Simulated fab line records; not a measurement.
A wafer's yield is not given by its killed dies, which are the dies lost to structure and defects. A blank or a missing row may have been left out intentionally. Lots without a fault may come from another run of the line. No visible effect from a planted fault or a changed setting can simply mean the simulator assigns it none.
Which tool was responsible? || flow nand-harc || 14 lots, 42 wafers sampled, at 2 steps of a route of 1159

## WHAT EACH GAUGE READ, for each wafer
NHARC_P_STI_OCD_MEAS_17.
{"lot": "L755", "measured": "day 3 08:49", "on": "ocd-02", "trench-depth-nm (nm)": "301 303 304", "trench-foot-cd-nm (nm)": "156.4 159.5 159.2"}
{"lot": "L757", "measured": "day 3 18:57", "on": "ocd-01", "trench-depth-nm (nm)": "305 311 313", "trench-foot-cd-nm (nm)": "158.6 158.0 158.9"}
{"lot": "L758", "measured": "day 3 23:26", "on": "ocd-01", "trench-depth-nm (nm)": "302 301 306", "trench-foot-cd-nm (nm)": "156.3 161.3 156.9"}
{"lot": "L759", "measured": "day 4 07:20", "on": "ocd-01", "trench-depth-nm (nm)": "307 310 304", "trench-foot-cd-nm (nm)": "157.9 157.8 159.8"}
{"lot": "L760", "measured": "day 4 16:14", "on": "ocd-02", "trench-depth-nm (nm)": "301 305 302", "trench-foot-cd-nm (nm)": "160.6 157.6 158.3"}
{"lot": "L761", "measured": "day 4 16:23", "on": "ocd-01", "trench-depth-nm (nm)": "294 296 292", "trench-foot-cd-nm (nm)": "160.4 160.4 161.1"}
{"lot": "L762", "measured": "day 5 02:24", "on": "ocd-01", "trench-depth-nm (nm)": "299 296 301", "trench-foot-cd-nm (nm)": "161.6 159.0 159.9"}
{"lot": "L763", "measured": "day 5 08:07", "on": "ocd-02", "trench-depth-nm (nm)": "293 304 303", "trench-foot-cd-nm (nm)": "159.3 153.0 158.4"}
{"lot": "L764", "measured": "day 5 16:58", "on": "ocd-01", "trench-depth-nm (nm)": "300 298 298", "trench-foot-cd-nm (nm)": "155.3 158.1 158.3"}
{"lot": "L769", "measured": "day 6 17:46", "on": "ocd-01", "trench-depth-nm (nm)": "304 306 301", "trench-foot-cd-nm (nm)": "162.1 158.5 156.9"}
{"lot": "L770", "measured": "day 7 01:43", "on": "ocd-02", "trench-depth-nm (nm)": "307 296 293", "trench-foot-cd-nm (nm)": "160.6 162.5 159.3"}
{"lot": "L771", "measured": "day 7 05:46", "on": "ocd-01", "trench-depth-nm (nm)": "299 303 299", "trench-foot-cd-nm (nm)": "157.2 160.7 158.4"}
{"lot": "L774", "measured": "day 8 01:58", "on": "ocd-02", "trench-depth-nm (nm)": "306 301 297", "trench-foot-cd-nm (nm)": "159.8 157.9 160.4"}
{"lot": "L775", "measured": "day 8 05:35", "on": "ocd-01", "trench-depth-nm (nm)": "299 302 295", "trench-foot-cd-nm (nm)": "157.7 162.0 159.5"}

NHARC_P_STI_INSPECT_25.
{"lot": "L755", "measured": "day 4 14:28", "on": "defect-inspect-01", "raw-defect-count": "165 159 223"}
{"lot": "L757", "measured": "day 4 21:56", "on": "defect-inspect-01", "raw-defect-count": "170 161 132"}
{"lot": "L758", "measured": "day 5 05:44", "on": "defect-inspect-02", "raw-defect-count": "261 354 420"}
{"lot": "L759", "measured": "day 5 21:29", "on": "defect-inspect-01", "raw-defect-count": "176 114 201"}
{"lot": "L760", "measured": "day 5 21:29", "on": "defect-inspect-02", "raw-defect-count": "220 122 105"}
{"lot": "L761", "measured": "day 5 21:29", "on": "defect-inspect-02", "raw-defect-count": "264 339 261"}
{"lot": "L762", "measured": "day 6 16:55", "on": "defect-inspect-02", "raw-defect-count": "170 197 202"}
{"lot": "L763", "measured": "day 6 21:46", "on": "defect-inspect-01", "raw-defect-count": "255 231 388"}
{"lot": "L764", "measured": "day 6 21:44", "on": "defect-inspect-02", "raw-defect-count": "172 249 172"}
{"lot": "L769", "measured": "day 7 22:35", "on": "defect-inspect-02", "raw-defect-count": "209 297 213"}
{"lot": "L770", "measured": "day 8 04:22", "on": "defect-inspect-02", "raw-defect-count": "221 167 150"}
{"lot": "L771", "measured": "day 8 13:00", "on": "defect-inspect-01", "raw-defect-count": "253 286 157"}
{"lot": "L774", "measured": "day 9 12:58", "on": "defect-inspect-02", "raw-defect-count": "397 187 381"}
{"lot": "L775", "measured": "day 9 12:57", "on": "defect-inspect-02", "raw-defect-count": "335 392 508"}

## TOOL THAT RAN EACH LOT (tool first, then ch and the chambers of the sampled wafers, then the start)
Record: no process step prior to these readings.

## WHAT THE TOOLS THEMSELVES READ (means of the sampled wafers that have a number; where no wafer has one, the mark that the record gives instead)
The record holds no such reading with a usual standard deviation.

## THE ANSWER, worked out from the rows above alone
Rule: what is usual is taken from the lots themselves. Put in order of their means at a reading, lots are off if they are a third of the lots or fewer, leave a main group of 4 or more, and stand apart from it by a gap of 3 or more times the standard deviation of the main group's means; of several such gaps the widest counts. If all means in a main group match to the digits the tables above print for the reading, that group is not used. A lot without any number at a reading at which 4 lots or more have one is off too. Any other lot the step has rows for is counted as sound. The gauges are gone through in route order, then the tools' own readings, and for those a lot's mean is taken as printed above. At the first step where some lot is off, the reading lying furthest off is the one used; lots without a number count as furthest.
No lot is off on any of the readings shown, so nothing can be concluded from this.

## WHAT THE SIMULATOR HAD PUT IN
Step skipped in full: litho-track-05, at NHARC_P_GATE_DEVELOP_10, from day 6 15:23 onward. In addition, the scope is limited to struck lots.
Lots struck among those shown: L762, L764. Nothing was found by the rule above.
